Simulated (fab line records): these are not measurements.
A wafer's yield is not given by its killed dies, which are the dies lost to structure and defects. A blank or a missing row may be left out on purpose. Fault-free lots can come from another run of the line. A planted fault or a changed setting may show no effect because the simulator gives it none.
Matching of chambers    flow nandHarc    NHARC_A_STAIRCASE_DESCUM_291 on rieDiel-12: 4 sister chambers
The step chemistry O2, time 3 s. 16 wafers are shown with their chamber, then 8 later ones without.

== WAFERS, EACH WITH ITS CHAMBER ==
wafer   chamber  showerheadPlenumPTorr (Torr)  drypumpMotorCurrentA (A)  oesProductAu (a.u.)
L075.2  2        1.79                          6.2                       1.010
L075.3  0        2.07                          5.1                       0.998
L075.4  1        1.85                          6.1                       1.018
L084.3  1        1.85                          6.0                       1.033
L084.4  0        2.06                          5.1                       0.993
L084.6  0        2.06                          5.2                       0.998
L081.3  2        1.79                          6.2                       1.012
L081.4  3        1.79                          6.0                       1.018
L081.6  3        1.79                          6.0                       1.008
L087.4  1        1.84                          6.0                       1.023
L087.5  0        2.06                          5.1                       0.985
L087.6  3        1.79                          6.0                       1.008
L085.2  0        2.06                          5.1                       0.983
L085.3  3        1.79                          6.0                       1.006
L085.6  0        2.06                          5.2                       0.978
L090.3  2        1.78                          6.2                       0.998

SIGNATURES, as means of the wafers listed above
reading                chamber 0  chamber 1  chamber 2  chamber 3  scatter within a chamber
showerheadPlenumPTorr  2.0617     1.8467     1.7867     1.7900     0.00425
drypumpMotorCurrentA   5.133      6.033      6.200      6.000      0.0408
oesProductAu           0.98917    1.02467    1.00667    1.01000    0.00747
Rule: a wafer's distance from a chamber is the root of the sum, over the readings, of the square of ((its reading less the chamber's mean) divided by the reading's scatter). The wafer belongs to the nearest chamber; if the next one is less than 2 further off, it can't be placed. The scatter: the root of (the sum of the squares of (reading less its chamber's mean) over the shown wafers, divided by (wafers less chambers)).

== WAFERS WITHOUT THEIR CHAMBER ==
wafer   showerheadPlenumPTorr (Torr)  drypumpMotorCurrentA (A)  oesProductAu (a.u.)
L090.5  1.84                          6.1                       1.008
L090.6  2.06                          5.1                       0.998
L092.3  2.06                          5.1                       0.988
L092.4  1.78                          6.0                       1.021
L092.6  1.84                          6.0                       1.001
L094.4  2.06                          5.1                       0.991
L094.5  1.78                          6.0                       1.028
L094.6  1.78                          6.2                       1.005

== WHICH CHAMBER EACH WENT THROUGH ==
wafer   from the rows above  in truth
L090.5  1                    1
L090.6  0                    0
L092.3  0                    0
L092.4  3                    3
L092.6  1                    1
L094.4  0                    0
L094.5  3                    3
L094.6  2                    2
Correctly placed: 8 of 8. Number that these rows cannot place: 0. 0 placed wrongly.
